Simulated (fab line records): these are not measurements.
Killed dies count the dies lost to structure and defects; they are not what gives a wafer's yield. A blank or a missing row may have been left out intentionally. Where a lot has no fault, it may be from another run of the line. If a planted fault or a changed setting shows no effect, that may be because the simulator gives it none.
The tool behind it: which one? | flow n5 finfet | 30 wafers from 10 lots sampled at 2 of the route's 1938 steps

## WHAT EACH GAUGE READ, for each wafer
N5_MIM_TOP_LITHO_CD_MEAS_08 targets a cd of 2000 nm.
lot  | measured     | on        | cd nm (nm)
L537 | day 11 02:28 | cd sem-01 | 1996.8 1999.7 1999.7
L538 | day 11 15:10 | cd sem-01 | 1998.1 1999.7 2000.7
L541 | day 13 07:35 | cd sem-02 | 1998.4 1998.6 1997.5
L542 | day 12 19:04 | cd sem-02 | 1995.8 2000.6 1996.0
L543 | day 13 02:39 | cd sem-02 | 1998.2 1998.8 1997.1
L544 | day 12 23:34 | cd sem-01 | 1998.6 2000.4 2000.0
L545 | day 13 07:34 | cd sem-01 | 1997.2 1997.4 1996.3
L547 | day 13 23:04 | cd sem-02 | 1999.7 1999.5 1997.9
L556 | day 16 10:44 | cd sem-02 | 1999.3 1998.4 2002.4
L560 | day 17 10:58 | cd sem-01 | 1995.0 1994.6 1998.7

## EACH LOT AND THE TOOL THAT RAN IT (in order: tool; ch and the chambers of the sampled wafers; start)
lot  | N5_SDB_HM_OPEN_20
L537 | rie diel-03 ch 0,2, day 3 19:29
L538 | rie diel-03 ch 0,1,3, day 4 05:37
L541 | rie diel-05 ch 0,2, day 4 19:55
L542 | rie diel-05 ch 1,2,3, day 5 02:58
L543 | rie diel-03 ch 1,2,3, day 5 06:53
L544 | rie diel-03 ch 2,3, day 5 13:47
L545 | rie diel-03 ch 1,2,3, day 5 20:10
L547 | rie diel-03 ch 0,2,3, day 6 08:15
L556 | rie diel-06 ch 0,1,3, day 8 10:45
L560 | rie diel-05 ch 1,2, day 9 11:24
- N5_SDB_HM_OPEN_20: chemistry CH3F/O2, target SiNx, stops on poly-Si, target depth 24 nm.

## THE ANSWER, worked out from the rows above alone
Rule: the usual values come from the lots themselves. The widest of any qualifying gaps counts: lots, ordered by their means at a reading, are off when they make up no more than a third of the lots, leave a main group of 4 or more, and stand apart from it by 3 or more times the standard deviation of that group's means. If all means in a main group match to the digits the tables above print for the reading, that group is not used. A lot without any number at a reading at which 4 lots or more have one is off too. Any other lot the step has rows for is counted as sound.
Across all readings shown, no lot is off: no conclusion can be drawn from this.

## WHAT HAD BEEN PUT IN BY THE SIMULATOR
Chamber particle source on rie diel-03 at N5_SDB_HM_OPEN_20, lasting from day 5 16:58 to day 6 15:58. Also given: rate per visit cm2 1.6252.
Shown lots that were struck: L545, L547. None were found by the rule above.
